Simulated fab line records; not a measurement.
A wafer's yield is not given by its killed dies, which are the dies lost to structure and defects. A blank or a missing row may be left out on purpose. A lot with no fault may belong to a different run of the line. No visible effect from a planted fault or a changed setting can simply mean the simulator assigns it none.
Matching of chambers -- flow n5Finfet -- N5_SD_EPI_N_ETCHBACK_44 on rieDiel-05 has 4 sister chambers
The step etches SiNx in CH3F/O2, stops on SiO2, target depth 14.5 nm. 16 wafers are shown with their chamber, then 8 later ones without.

## EACH WAFER AND ITS CHAMBER
wafer,chamber,oes_f_703_au (a.u.),oesProductAu (a.u.),drypumpMotorCurrentA (A)
L260.1,1,0.68,0.60,6.2
L260.4,1,0.68,0.59,6.2
L260.6,3,0.70,0.59,5.5
L262.3,0,0.96,0.80,5.4
L262.4,3,0.70,0.58,5.6
L262.6,1,0.68,0.59,6.2
L264.2,1,0.68,0.60,6.2
L264.3,2,0.82,0.66,5.6
L264.6,3,0.70,0.59,5.6
L263.4,2,0.81,0.66,5.6
L263.5,1,0.68,0.59,6.1
L263.6,0,0.94,0.79,5.4
L265.1,2,0.80,0.66,5.6
L265.4,2,0.81,0.66,5.6
L265.6,3,0.69,0.58,5.5
L267.1,2,0.80,0.65,5.6

SIGNATURES, as means of the wafers listed above
reading,chamber 0,chamber 1,chamber 2,chamber 3,scatter within a chamber
oes_f_703_au,0.9500,0.6800,0.8080,0.6975,0.0068
oesProductAu,0.7950,0.5940,0.6580,0.5850,0.0054
drypumpMotorCurrentA,5.400,6.180,5.600,5.550,0.0387
Rule: for each reading, subtract the chamber's mean from the wafer's reading, divide by that reading's scatter and square the result; add these up over the readings and take the root, which gives the wafer's distance from the chamber. If the next closest chamber is less than 2 further off than the closest, the wafer can't be placed; otherwise it belongs to the closest. How the scatter is found: for the shown wafers, subtract from each reading the mean of its chamber, square and add these, divide the total by (wafers less chambers), then take the root.

## WAFERS MISSING THEIR CHAMBER
wafer,oes_f_703_au (a.u.),oesProductAu (a.u.),drypumpMotorCurrentA (A)
L267.2,0.69,0.57,5.5
L267.6,0.80,0.65,5.6
L268.1,0.92,0.77,5.3
L268.3,0.91,0.77,5.3
L268.4,0.69,0.57,5.5
L282.2,0.90,0.78,6.2
L282.5,0.85,0.71,5.4
L282.6,0.90,0.78,6.2

## WHICH CHAMBER EACH WENT THROUGH
wafer,from the rows above,in truth
L267.2,3,3
L267.6,2,2
L268.1,0,0
L268.3,0,0
L268.4,3,3
L282.2,0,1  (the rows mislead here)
L282.5,2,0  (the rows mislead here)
L282.6,0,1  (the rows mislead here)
5 of 8 placed correctly. Left unplaced by these rows: 0. Placed wrongly: 3.
